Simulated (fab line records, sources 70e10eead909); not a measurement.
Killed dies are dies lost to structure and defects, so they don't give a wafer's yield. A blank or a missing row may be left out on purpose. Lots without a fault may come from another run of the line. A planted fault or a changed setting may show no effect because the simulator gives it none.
A struck lot beside a sound one | flow nand_harc | 27 steps out of a route of 1302
Sound: wafers L135.2, L135.3, L135.5. Struck: wafers L145.2, L145.4. (L145.5 of the same lot was not struck and is left out.) The cause comes at the end.
At each step with rows: each side's tool, then ch and its chambers, then its first start. Under that, the readings that differ: sound wafers | struck wafers | difference of the means | sigmas: that difference in standard deviations of wafers without a fault.
alike: readings whose means differ by less than 2 such deviations, and words and numbers that are the same on both sides. not compared: withheld readings, readings that some wafer has no value for, bounds like >300 that may hide the same value, and numbers for which the record gives no deviation and whose values overlap.
The two part at a step that has a row with sigmas, a row that says differs or no value, or rows on one side only. Numbers that don't overlap but have no deviation are shown without sigmas and don't part them. A reading that every wafer of one side lacks parts them only if that side has two wafers or more.

NHARC_A_M0_DEGAS_28: time 60 s.
  sound on pvd_sputter-01, day 27 18:29; struck on pvd_sputter-02, day 31 11:53
  alike: heater_power_w
NHARC_A_M0_PRE_CLEAN_29: time 30 s.
  sound on pvd_sputter-01; struck on pvd_sputter-02
  alike: heater_power_w
then, 3 steps without rows for these wafers: NHARC_A_M0_PVD_20 (deposits TaN, target thk 5 nm, time 8.06 s); NHARC_A_M0_PVD_21 (deposits Cu, target thk 30 nm, time 20.49 s); NHARC_A_M0_ECD_22 (material Cu, target thk 400 nm).
NHARC_A_M0_ANNEAL_30: time 90 s.
  sound on rtp_anneal-02 ch 0, day 27 19:16; struck on rtp_anneal-02 ch 0, day 31 12:41
  alike: wafer_temp_C_max
NHARC_A_M0_CMP_23: polishes, t overpolish 20 s, target thk 113.75 nm.
  sound on cmp-03 ch 0,2,3, day 27 19:35; struck on cmp-04 ch 1,3, day 31 13:01
  alike: motor_current_A, time_to_endpoint_s
NHARC_A_M0_THK_MEAS_24: measures by xrf.
  sound on film_metro-01, day 27 19:52; struck on film_metro-02, day 31 13:18
  alike: thk_nm
then, 1 step without rows for these wafers: NHARC_A_M0_SRD_25.
NHARC_A_M0_INSPECT_27:
  sound on defect_inspect-02, day 27 20:02; struck on defect_inspect-02, day 31 13:27
  reading          | sound       | struck  | difference | sigmas
  raw_defect_count | 431 318 393 | 632 816 | +343       | +3
NHARC_A_M0_PRE_CLEAN_31: time 12 s.
  sound on pecvd-02 ch 0,1,2, day 27 20:05; struck on pecvd-02 ch 2, day 31 13:32
  alike: heater_power_outer_w, heater_power_w, rf_fwd_power_W
NHARC_A_M0_DEP_32: deposits SiCN, target thk 30 nm.
  sound on pecvd-02 ch 0,1,2, day 27 20:10; struck on pecvd-02 ch 2, day 31 13:38
  alike: heater_power_outer_w, heater_power_w, rf_fwd_power_W
then, 10 steps without rows for these wafers: NHARC_A_M1_DEP_00 (deposits SiOC, target thk 182.5 nm); NHARC_A_M1_DEHYDRATE_01 (time 120 s); NHARC_A_M1_HMDS_02 (time 30 s); NHARC_A_M1_COAT_34 (time 65 s); NHARC_A_M1_COAT_03 (resist thk 90 nm); NHARC_A_M1_SOFTBAKE_04 (time 55 s); NHARC_A_M1_EBR_05; NHARC_A_M1_EXPOSE_06 (exposes mask A M1, target cd 120 nm); NHARC_A_M1_PEB_07 (peb time 65 s); NHARC_A_M1_DEVELOP_08 (develop time 35 s).
NHARC_A_M1_CD_MEAS_09: target cd 120 nm.
  sound on cd_sem-01 ch 0, day 27 21:26; struck on cd_sem-03 ch 0, day 31 14:59
  alike: cd_nm
NHARC_A_M1_OVL_MEAS_10: pitch 240 nm.
  sound on overlay-02, day 27 21:31; struck on overlay-02, day 31 15:04
  reading           | sound          | struck    | difference | sigmas
  overlay_x_nm (nm) | 0.1 0.6 -0.1   | -0.8 -1.7 | -1.4       | -2
  overlay_y_nm (nm) | -1.7 -1.2 -1.6 | 0.2 0.6   | +1.9       | +2
NHARC_A_M1_INSPECT_11:
  sound on defect_inspect-01, day 27 21:33; struck on defect_inspect-02, day 31 15:07
  reading          | sound    | struck    | difference | sigmas
  raw_defect_count | 83 83 97 | 1215 1200 | +1120      | +30
then, 1 step without rows for these wafers: NHARC_A_M1_DESCUM_14 (chemistry O2, time 3 s).
NHARC_END_SORT_01:
  sound on prober-01 ch 0, day 29 08:42; struck on prober-02 ch 0, day 33 03:22
  alike: defect_limited_yield, killed_at_array, killed_at_other, killed_at_periphery, killed_dies, killed_open, killed_short

WHERE THEY PART
First at NHARC_A_M0_INSPECT_27; last, within this record, at NHARC_A_M1_INSPECT_11. Later steps at which nothing parts them and some readings are alike: NHARC_END_SORT_01.

WHY: what the simulator had put in
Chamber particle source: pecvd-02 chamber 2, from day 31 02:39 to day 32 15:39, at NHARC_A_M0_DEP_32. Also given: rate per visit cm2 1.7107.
